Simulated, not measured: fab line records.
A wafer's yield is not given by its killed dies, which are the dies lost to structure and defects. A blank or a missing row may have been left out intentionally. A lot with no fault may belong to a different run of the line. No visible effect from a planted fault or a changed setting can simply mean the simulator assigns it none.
Which tool was responsible? ; flow n5_finfet ; Sampling: 9 lots, 27 wafers, 3 of 1938 route steps

## WHAT THE GAUGES READ, wafer by wafer
N5_BEOL_M9_OVL_MEAS_29. Usual: V8_OVL typically reads 0.0 nm, with standard deviation 0.64.
lot;measured;on;V8_OVL (nm);flag
L724;day 10 23:25;overlay-01;0.3 1.2 0.4;
L727;day 11 06:58;overlay-01;0.3 0.2 -0.4;
L729;day 12 04:38;overlay-02;1.1 0.8 0.5;
L733;day 13 13:01;overlay-02;0.5 0.1 0.7;
L736;day 13 19:44;overlay-01;0.1 0.9 0.4;
L735;day 13 21:32;overlay-02;6.0 5.2 5.4;OFF
L740;day 14 11:05;overlay-01;4.1 4.6 5.0;OFF
L743;day 16 04:23;overlay-02;0.5 0.3 -0.4;
L746;day 17 00:48;overlay-01;-0.3 -1.4 -0.1;

## WHAT TOOL EACH LOT RAN ON (gives the tool, then ch and the chambers of the sampled wafers, and finally the start)
lot;N5_BEOL_M9_DESCUM_16;N5_BEOL_M9_EXPOSE_25
L724;rie_diel-04 ch 1,2, day 10 22:35;euv_scanner-01 ch 0, day 10 23:15
L727;rie_diel-05 ch 0,1, day 11 04:25;euv_scanner-01 ch 0, day 11 06:49
L729;rie_diel-03 ch 1,2,3, day 12 00:38;euv_scanner-01 ch 0, day 12 04:29
L733;rie_diel-03 ch 0,2,3, day 13 10:28;euv_scanner-01 ch 0, day 13 12:52
L736;rie_diel-03 ch 0,2,3, day 13 18:25;euv_scanner-02 ch 0, day 13 19:34
L735;rie_diel-05 ch 0,3, day 13 19:58;euv_scanner-01 ch 0, day 13 21:23
L740;rie_diel-03 ch 0,1,3, day 14 08:10;euv_scanner-01 ch 0, day 14 10:56
L743;rie_diel-04 ch 0,2, day 16 02:53;euv_scanner-02 ch 0, day 16 04:13
L746;rie_diel-04 ch 1,3, day 16 22:47;euv_scanner-02 ch 0, day 17 00:38
- N5_BEOL_M9_DESCUM_16: chemistry O2, time 7.9 s.
- N5_BEOL_M9_EXPOSE_25: exposes mask V8.

## AS READ BY THE TOOLS THEMSELVES (means over the sampled wafers that have a number; for cases with no such wafer, the mark the record gives instead)
N5_BEOL_M9_DESCUM_16. Usual: bias_power_w 20.00 W, standard deviation 0.061; drypump_motor_current_A 5.5 A, standard deviation 0.52; oes_product_au 0.78 a.u., standard deviation 0.085; rf_vpp_V 243.3 V, standard deviation 1.4; showerhead_plenum_p_Torr 2.10 Torr, standard deviation 0.078; throttle_valve_pct 20.54 %, standard deviation 0.2.
lot;tool;bias_power_w (W);drypump_motor_current_A (A);oes_product_au (a.u.);rf_vpp_V (V);showerhead_plenum_p_Torr (Torr);throttle_valve_pct (%);flag
L724;rie_diel-04;20.03;5.0;0.72;243.3;2.04;20.54;
L727;rie_diel-05;20.01;5.7;0.82;245.1;2.22;20.58;
L729;rie_diel-03;19.97;6.1;0.85;243.5;2.10;20.49;
L733;rie_diel-03;19.99;5.8;0.84;242.1;2.07;20.53;
L736;rie_diel-03;20.03;5.8;0.85;243.1;2.06;20.53;
L735;rie_diel-05;20.04;5.9;0.82;244.5;2.16;20.42;
L740;rie_diel-03;19.99;5.8;0.77;243.0;2.04;20.75;
L743;rie_diel-04;20.00;5.2;0.68;242.6;2.00;20.45;
L746;rie_diel-04;20.03;4.9;0.71;244.5;2.13;20.62;

N5_BEOL_M9_EXPOSE_25. Usual: 23.00 C for reticle_temp_C, sd 0.11.
lot;tool;reticle_temp_C (C);flag
L724;euv_scanner-01;22.90;
L727;euv_scanner-01;22.93;
L729;euv_scanner-01;23.08;
L733;euv_scanner-01;23.04;
L736;euv_scanner-02;23.05;
L735;euv_scanner-01;22.90;
L740;euv_scanner-01;22.96;
L743;euv_scanner-02;23.00;
L746;euv_scanner-02;22.99;

## THE ANSWER, worked out from the rows above alone
Rule: lot off if the mean of its wafers having a number is beyond 3 standard deviations from the usual mean. A lot without any number at a reading at which 4 lots or more have one is off too. Where the step has rows for the other lots, those lots are counted as sound. First the gauges in route order, then the tools' own readings, where a lot's mean is used as printed above. At the first step where some lot is off, the reading lying furthest off is the one used; lots without a number count as furthest.
Off: L735, L740, at N5_BEOL_M9_OVL_MEAS_29 (V8_OVL).
If a tool, at a process step before that reading, ran all the lots that are off and no sound lot after the first of them, it fits. Those tools and the gauges at N5_BEOL_M9_OVL_MEAS_29 are tried in the same way. One candidate fits, namely euv_scanner-01 at N5_BEOL_M9_EXPOSE_25. A fault onset in the window from L733 (day 13 12:52, its last sound lot) to L735 (day 13 21:23, its first lot off) fits.

## WHAT WAS PUT IN BY THE SIMULATOR
Scanner matching overlay: euv_scanner-01, from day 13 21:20 on, at N5_BEOL_M9_EXPOSE_25. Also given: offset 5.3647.
Lots struck among those shown: L735, L740. The rule above reached the same finding.
